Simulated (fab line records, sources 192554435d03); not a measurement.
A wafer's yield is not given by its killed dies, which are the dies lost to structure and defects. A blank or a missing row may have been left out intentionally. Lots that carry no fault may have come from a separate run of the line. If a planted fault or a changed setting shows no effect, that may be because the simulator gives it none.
Matching of chambers :: flow n5Finfet :: 4 sister chambers for N5_FIN_SAQP_HM_OPEN_33 on rieDiel-03
The step chemistry CH3F/O2, target SiNx, target depth 49.4 nm, time 70.6 s. 8 wafers are shown with their chamber, then 11 later ones without.

== WAFERS WITH THEIR CHAMBER ==
wafer: L081.5
chamber: 2
throttleValvePct (%): 16.76
drypumpMotorCurrentA (A): 4.9

wafer: L081.6
chamber: 3
throttleValvePct (%): 16.14
drypumpMotorCurrentA (A): 5.4

wafer: L083.1
chamber: 0
throttleValvePct (%): 16.14
drypumpMotorCurrentA (A): 5.8

wafer: L083.5
chamber: 3
throttleValvePct (%): 16.15
drypumpMotorCurrentA (A): 5.4

wafer: L085.1
chamber: 2
throttleValvePct (%): 16.79
drypumpMotorCurrentA (A): 5.0

wafer: L085.2
chamber: 0
throttleValvePct (%): 16.16
drypumpMotorCurrentA (A): 5.8

wafer: L085.6
chamber: 1
throttleValvePct (%): 16.60
drypumpMotorCurrentA (A): 5.8

wafer: L087.2
chamber: 1
throttleValvePct (%): 16.62
drypumpMotorCurrentA (A): 5.8

== WAFERS WITH NO CHAMBER GIVEN ==
wafer: L087.3
throttleValvePct (%): 16.16
drypumpMotorCurrentA (A): 5.8

wafer: L087.4
throttleValvePct (%): 16.61
drypumpMotorCurrentA (A): 5.8

wafer: L090.1
throttleValvePct (%): 16.17
drypumpMotorCurrentA (A): 5.4

wafer: L090.2
throttleValvePct (%): 16.62
drypumpMotorCurrentA (A): 5.9

wafer: L090.4
throttleValvePct (%): 16.18
drypumpMotorCurrentA (A): 5.4

wafer: L094.2
throttleValvePct (%): 16.20
drypumpMotorCurrentA (A): 5.4

wafer: L094.3
throttleValvePct (%): 16.63
drypumpMotorCurrentA (A): 5.8

wafer: L094.4
throttleValvePct (%): 16.30
drypumpMotorCurrentA (A): 4.9

wafer: L096.2
throttleValvePct (%): 16.21
drypumpMotorCurrentA (A): 5.4

wafer: L096.3
throttleValvePct (%): 15.73
drypumpMotorCurrentA (A): 5.8

wafer: L096.5
throttleValvePct (%): 15.74
drypumpMotorCurrentA (A): 5.8

== WHICH CHAMBER EACH WENT THROUGH ==
wafer: L087.3
from the rows above: 0
in truth: 0

wafer: L087.4
from the rows above: 1
in truth: 1

wafer: L090.1
from the rows above: 3
in truth: 3

wafer: L090.2
from the rows above: 1
in truth: 1

wafer: L090.4
from the rows above: 3
in truth: 3

wafer: L094.2
from the rows above: 3
in truth: 3

wafer: L094.3
from the rows above: 1
in truth: 1

wafer: L094.4
from the rows above: 3
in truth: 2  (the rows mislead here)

wafer: L096.2
from the rows above: 3
in truth: 3

wafer: L096.3
from the rows above: can't be placed: 0 or 3
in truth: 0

wafer: L096.5
from the rows above: can't be placed: 0 or 3
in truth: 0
Correct placement for 8 of the 11. Cannot be placed on the basis of these rows: 2; the candidates contain the true chamber in 2. Number placed wrongly: 1.
How it was worked out, from the rows above alone: a wafer's distance from a chamber is the root of the sum, over the readings, of the square of ((its reading less the chamber's mean) divided by the reading's scatter). If the next closest chamber is less than 2 further off than the closest, the wafer can't be placed; otherwise it belongs to the closest. The mean given for a chamber averages the wafers shown for that chamber. How the scatter is found: for the shown wafers, subtract from each reading the mean of its chamber, square and add these, divide the total by (wafers less chambers), then take the root.
